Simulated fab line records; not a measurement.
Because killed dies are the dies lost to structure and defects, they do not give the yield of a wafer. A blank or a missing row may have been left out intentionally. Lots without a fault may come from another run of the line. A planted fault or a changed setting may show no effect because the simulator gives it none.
fab line records	flow n5Finfet
record lots=11	wafers=33	lastDay=17
route steps=1938 shown BEOL_M13@1713 BEOL_M14@1716
lots that met no fault: from a run of the same line without faults
startH: hours from the record's first day to the start of the lot's first wafer shown	waitH: hours from the lot's prior step to this one	" identical to the entry in the row above	L1.1+2: several wafers, shown together as one row	- no value, or no start was given	* or withheld: withheld	< > ~ a bound
route shown NAME@n: NAME is a module with steps in the file, n the number in the route of the first one	usual: average and standard deviation across the fault-free wafers	same: alike in all rows	chamber/n: place in a boat	sites: readings site by site	_std_site: the values' standard deviation	_edge_site: outer sites' mean less inner sites'	radiusMm: how far each site lies from the wafer's centre	mask NAME#n: copy n	behind: the last tool/chamber to shape the wafer	hold: the reason the lot was held/the length of the hold in hours/how it ended	device: the transistor (n, p or np) that didn't switch	end of line: at the end of the route, the tests of the same wafers	a step given without rows: its recipe and nothing more	killed: dies that structure and defects cost at the first sort, which is not the same as the wafer's yield	map: shows each die of a wafer: x if killed, . if not, _ if none is there
set.NAME: the setting the step ran with; set.NAME@STEP: the setting that earlier step ran with	model.NAME: the simulator's own value behind a step, which no gauge read
steps of the route over a sample of lots; a table a step, a row a wafer
services: from which hour (startH, from the record's first day; less than 0 if before it) a tool's chamber was out of use, for how many hours, and why
## steps
# step N5_BEOL_M13_DEP_53
# recipe material=SiCN	targetThkA=500	tempC=withheld	precursor=3MS/NH3	pressureTorr=3	rfW=675	timeS=17.8
# usual showerheadPlenumPTorr=4.161/0.02	throttleValvePct=17.8/0.95
lot.wafer	tool	chamber	startH	waitH	showerheadPlenumPTorr	throttleValvePct
L402.2	pecvd-02	2	228.99	0.0	4.143	16.6
L402.3	"	1	"	"	4.202	17.7
L402.5	"	2	"	"	4.143	16.4
L404.1	pecvd-03	0	245.41	0.0	4.149	18.4
L404.4	"	2	"	"	4.173	17.6
L404.6	"	1	"	"	4.190	17.9
L406.1	pecvd-04	1	255.64	0.0	4.150	18.5
L406.2	"	2	"	"	4.151	16.0
L406.4	"	1	"	"	4.137	18.3
L408.2	pecvd-03	1	279.30	0.0	4.177	18.0
L408.3	"	2	"	"	4.171	17.8
L408.4	"	0	"	"	4.139	18.7
L411.1	pecvd-03	0	302.33	0.0	4.154	18.3
L411.2	"	1	"	"	4.174	18.2
L411.3	"	2	"	"	4.183	17.9
L414.2	pecvd-02	0	306.81	0.0	4.147	19.3
L414.4	"	0	"	"	4.139	19.4
L414.6	"	2	"	"	4.154	16.4
L416.1	pecvd-04	0	326.46	0.0	4.137	18.7
L416.2	"	2	"	"	4.158	16.2
L416.4	"	0	"	"	4.153	18.7
L418.2	pecvd-03	2	345.85	0.0	4.179	17.9
L418.3	"	0	"	"	4.144	18.6
L418.4	"	1	"	"	4.184	17.8
L422.2	pecvd-02	1	362.09	0.0	4.199	17.8
L422.3	"	0	"	"	4.143	19.2
L422.4	"	2	"	"	4.140	16.6
L424.1	pecvd-02	0	369.25	0.0	4.148	19.3
L424.2	"	2	"	"	4.148	16.3
L424.6	"	1	"	"	4.203	17.7
L423.1	pecvd-03	0	370.41	0.0	4.136	18.5
L423.4	"	1	"	"	4.188	18.0
L423.5	"	0	"	"	4.149	18.8
# step N5_BEOL_M14_ILD_DEP_00
# recipe material=SiO2	targetThkA=11193	tempC=400	precursor=TEOS/O2	pressureTorr=6.5	rfW=900	teosFlowSccm=161.4	gas=O2	flowSccm=2650	timeS=237.4
# usual heaterPowerW=528/86	showerheadPlenumPTorr=8.36/0.032	throttleValvePct=19.0/1.3
lot.wafer	tool	chamber	startH	waitH	heaterPowerW	showerheadPlenumPTorr	throttleValvePct
L402.2	pecvd-03	1	229.12	0.0	585	8.40	18.5
L402.3	"	2	"	"	455	8.37	18.2
L402.5	"	0	"	"	519	8.30	19.1
L404.1	pecvd-02	0	245.54	0.0	663	8.32	19.5
L404.4	"	0	"	"	559	8.33	19.4
L404.6	"	2	"	"	376	8.35	17.0
L406.1	pecvd-03	1	255.77	0.0	505	8.38	18.6
L406.2	"	2	"	"	467	8.37	18.4
L406.4	"	0	"	"	411	8.31	18.9
L408.2	pecvd-02	1	279.43	0.0	427	8.39	18.2
L408.3	"	2	"	"	451	8.32	17.1
L408.4	"	2	"	"	479	8.32	17.4
L411.1	pecvd-03	2	302.46	0.0	498	8.40	18.5
L411.2	"	0	"	"	495	8.32	19.1
L411.3	"	1	"	"	574	8.39	18.5
L414.2	pecvd-02	0	306.94	0.0	611	8.33	19.7
L414.4	"	2	"	"	516	8.33	17.3
L414.6	"	0	"	"	680	8.32	19.5
L416.1	pecvd-03	1	326.59	0.0	480	8.36	18.4
L416.2	"	2	"	"	566	8.37	18.4
L416.4	"	0	"	"	417	8.34	18.8
L418.2	pecvd-02	1	345.98	0.0	482	8.39	18.2
L418.3	"	0	"	"	695	8.33	19.4
L418.4	"	1	"	"	348	8.40	18.4
L422.2	pecvd-01	2	362.22	0.0	610	8.37	18.9
L422.3	"	1	"	"	590	8.36	22.0
L422.4	"	1	"	"	654	8.38	21.8
L424.1	pecvd-01	1	369.38	0.0	658	8.36	21.9
L424.2	"	0	"	"	575	8.31	20.0
L424.6	"	2	"	"	637	8.35	18.6
L423.1	pecvd-01	2	370.54	0.0	527	8.40	18.4
L423.4	"	0	"	"	561	8.32	20.2
L423.5	"	2	"	"	579	8.38	18.8
# step N5_BEOL_M14_CD_MEAS_28
# recipe targetCdNm=284.4	landingEnergyEv=500	detector=seInlens
# usual cdNm=283.4/1.8
lot.wafer	tool	chamber	startH	waitH	cdNm
L402.2	cdSem-03	0	230.62	-	284.8
L402.3	"	0	"	"	285.0
L402.5	"	0	"	"	286.1
L404.1	cdSem-01	0	247.90	-	280.9
L404.4	"	0	"	"	283.8
L404.6	"	0	"	"	281.6
L406.1	cdSem-02	0	257.38	-	280.7
L406.2	"	0	"	"	282.7
L406.4	"	0	"	"	280.6
L408.2	cdSem-01	0	280.90	-	287.7
L408.3	"	0	"	"	284.4
L408.4	"	0	"	"	284.7
L411.1	cdSem-02	0	304.23	-	283.6
L411.2	"	0	"	"	283.6
L411.3	"	0	"	"	283.9
L414.2	cdSem-03	0	308.51	-	284.8
L414.4	"	0	"	"	284.0
L414.6	"	0	"	"	284.8
L416.1	cdSem-03	0	327.93	-	282.7
L416.2	"	0	"	"	283.7
L416.4	"	0	"	"	281.1
L418.2	cdSem-03	0	347.45	-	285.2
L418.3	"	0	"	"	284.4
L418.4	"	0	"	"	286.6
L422.2	cdSem-02	0	363.84	-	285.8
L422.3	"	0	"	"	287.1
L422.4	"	0	"	"	283.0
L424.1	cdSem-01	0	370.87	-	279.4
L424.2	"	0	"	"	282.2
L424.6	"	0	"	"	281.4
L423.1	cdSem-01	0	372.01	-	283.0
L423.4	"	0	"	"	282.4
L423.5	"	0	"	"	284.4
# step N5_BEOL_M14_ETCH_67
# recipe chemistry=CF4	target=SiARC	targetDepthA=1430	timeS=238.3	ionEnergyEv=80	pressureMtorr=40	sourceW=545	biasW=36	Ar_flow_sccm=100	cf4FlowSccm=100	ends=cleared
# usual drypumpMotorCurrentA=5.4/0.46	etchRfOnTimeS=239/6.3	oesProductAu=0.67/0.065	rfVppV=183.9/1.4	showerheadPlenumPTorr=2.13/0.076	throttleValvePct=15.61/0.23
lot.wafer	tool	chamber	startH	waitH	drypumpMotorCurrentA	etchRfOnTimeS	oesProductAu	rfHoursCounterH	rfVppV	showerheadPlenumPTorr	throttleValvePct
L402.2	rieDiel-06	0	230.97	0.0	5.0	238	0.61	204	187.1	2.20	15.88
L402.3	"	2	"	"	5.2	231	0.67	129	184.4	2.06	15.70
L402.5	"	3	"	"	4.9	244	0.67	-	184.4	2.07	15.25
L404.1	rieDiel-06	1	248.88	0.0	5.3	241	0.65	127	184.5	2.16	15.67
L404.4	"	2	"	"	5.2	232	0.67	135	184.8	2.06	15.69
L404.6	"	1	"	"	5.3	239	0.66	-	182.5	2.16	15.68
L406.1	rieDiel-06	3	257.51	0.0	4.9	248	0.66	107	180.6	2.06	15.27
L406.2	"	2	"	"	5.2	236	0.66	140	183.3	2.05	15.70
L406.4	"	0	"	"	5.1	242	0.60	-	185.6	2.20	15.89
L408.2	rieDiel-06	3	281.03	0.0	4.9	244	0.66	114	183.3	2.06	15.27
L408.3	"	1	"	"	5.3	241	0.64	136	182.7	2.16	15.69
L408.4	"	2	"	"	5.2	228	0.67	149	183.6	2.05	15.73
L411.1	rieDiel-06	3	304.35	0.0	4.9	174	0.80	123	182.6	2.06	15.31
L411.2	"	0	"	"	5.0	168	0.73	231	184.4	2.20	15.93
L411.3	"	2	"	"	5.2	164	0.80	157	184.3	2.05	15.76
L414.2	rieDiel-06	1	308.63	0.0	5.4	171	0.79	146	184.5	2.16	15.72
L414.4	"	0	"	"	5.0	169	0.74	233	185.1	2.19	15.93
L414.6	"	1	"	"	5.4	172	0.78	-	183.1	2.16	15.74
L416.1	rieDiel-01	2	328.06	0.0	5.1	247	0.63	163	187.1	2.23	15.97
L416.2	"	0	"	"	5.6	227	0.86	3	183.7	2.10	15.45
L416.4	"	1	"	"	5.7	239	0.72	57	183.1	2.09	15.44
L418.2	rieDiel-01	2	347.58	0.0	5.1	249	0.62	170	186.1	2.22	16.01
L418.3	"	3	"	"	6.6	235	0.68	108	186.0	2.24	15.42
L418.4	"	0	"	"	5.6	229	0.83	10	182.9	2.10	15.46
L422.2	rieDiel-03	0	364.01	0.0	6.2	226	0.79	24	185.3	2.19	15.50
L422.3	"	3	"	"	5.8	240	0.70	84	183.7	2.16	15.63
L422.4	"	1	"	"	4.8	240	0.64	163	183.8	2.05	15.37
L424.1	rieDiel-03	2	370.99	0.0	5.8	232	0.76	19	184.5	2.29	15.47
L424.2	"	0	"	"	6.3	223	0.79	26	184.3	2.19	15.49
L424.6	"	1	"	"	4.8	243	0.63	-	183.6	2.05	15.39
L423.1	rieDiel-03	1	372.24	0.0	4.8	241	0.63	166	184.1	2.05	15.38
L423.4	"	2	"	"	5.8	236	0.76	19	186.4	2.29	15.47
L423.5	"	0	"	"	6.3	223	0.79	-	184.5	2.19	15.50
## services
tool	chamber	startH	hours	kind
rieDiel-03	1	213.27	14.2	repair
rieDiel-03	0	218.88	6.2	repair
pecvd-01	1	224.34	2.1	scheduledDown
pecvd-03	2	237.15	4.5	repair
rieDiel-06	1	254.91	6.7	repair
rieDiel-06	3	258.08	2.7	repair
pecvd-01	0	271.13	58.4	repair
pecvd-02	0	272.02	2.1	scheduledDown
rieDiel-03	0	272.04	-	clean
rieDiel-03	0	272.04	-	consumableReplace:focusRing
rieDiel-03	0	272.04	22.2	scheduledDown
rieDiel-03	0	272.04	22.2	ventCycle
pecvd-01	2	280.52	5.9	repair
rieDiel-03	2	294.28	-	clean
rieDiel-03	2	294.28	-	consumableReplace:focusRing
pecvd-03	2	303.09	2.1	scheduledDown
pecvd-04	-	330.61	0.5	repair
rieDiel-06	2	336.84	9.5	repair
pecvd-04	-	351.58	5.5	pm
rieDiel-06	0	353.07	-	clean
rieDiel-06	0	353.07	-	consumableReplace:focusRing
rieDiel-06	0	353.07	16.3	scheduledDown
rieDiel-06	0	353.07	16.3	ventCycle
rieDiel-01	-	354.60	0.3	repair
## key
firstSign step=N5_BEOL_M14_ETCH_67	reading=etchRfOnTimeS	direction=down	sigmas=11	usual=*	struck=*
effect step=N5_BEOL_M14_ETCH_67	reading=oesProductAu	direction=up	sigmas=1.6	usual=0.67	struck=0.77
metAt N5_BEOL_M14_ETCH_67
struckLots L411,L414
notActingAt N5_BEOL_M13_DEP_53,N5_BEOL_M14_ILD_DEP_00,N5_BEOL_M14_CD_MEAS_28
onsetBetween 281.03 304.35
fault kind=processParameterDrift	tool=rieDiel-06	chamber=-	onsetH=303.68	steps=N5_BEOL_M14_ETCH_67	channel=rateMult	offset=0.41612	shape=step	endH=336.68
